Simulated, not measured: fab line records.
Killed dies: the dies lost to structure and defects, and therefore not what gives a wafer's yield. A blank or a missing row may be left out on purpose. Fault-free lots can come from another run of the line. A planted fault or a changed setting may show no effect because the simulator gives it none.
Chamber matching | flow n5 finfet | N5_BEOL_M4_ETCH_70 on rie diel-05 has 4 sister chambers
The step etches SOC in N2/H2, target depth 80 nm, overetch 24 nm, time 130 s. 8 wafers are shown with their chamber, then 10 later ones without.

== WAFERS, EACH WITH ITS CHAMBER ==
wafer  | chamber | drypump motor current A (A) | showerhead plenum p Torr (Torr)
L078.6 | 3       | 5.4                         | 2.51
L081.3 | 2       | 5.6                         | 2.55
L081.5 | 0       | 5.2                         | 2.46
L084.1 | 3       | 5.4                         | 2.51
L084.3 | 1       | 4.9                         | 2.48
L084.5 | 2       | 5.6                         | 2.55
L086.2 | 0       | 5.3                         | 2.45
L086.4 | 1       | 4.9                         | 2.48

== WAFERS WITH NO CHAMBER GIVEN ==
wafer  | drypump motor current A (A) | showerhead plenum p Torr (Torr)
L086.5 | 5.3                         | 2.45
L087.1 | 5.7                         | 2.54
L087.4 | 5.3                         | 2.45
L087.5 | 4.9                         | 2.48
L088.2 | 5.4                         | 2.50
L088.5 | 5.4                         | 2.50
L088.6 | 5.3                         | 2.45
L089.1 | 4.8                         | 2.48
L089.4 | 5.3                         | 2.45
L089.6 | 5.4                         | 2.50

== WHICH CHAMBER EACH WENT THROUGH ==
wafer  | from the rows above | in truth
L086.5 | 0                   | 0
L087.1 | 2                   | 2
L087.4 | 0                   | 0
L087.5 | 1                   | 1
L088.2 | 3                   | 3
L088.5 | 3                   | 3
L088.6 | 0                   | 0
L089.1 | 1                   | 1
L089.4 | 0                   | 0
L089.6 | 3                   | 3
Correctly placed: 10 of 10. From these rows, 0 cannot be placed. Wrongly placed: 0.
How it was worked out, from the rows above alone: a wafer's distance from a chamber is the root of the sum, over the readings, of the square of ((its reading less the chamber's mean) divided by the reading's scatter). If the next closest chamber is less than 2 further off than the closest, the wafer can't be placed; otherwise it belongs to the closest. The mean given for a chamber averages the wafers shown for that chamber. The scatter: take each reading less its chamber's mean, square it, sum over the shown wafers, divide by the number of wafers less the number of chambers, and take the root.
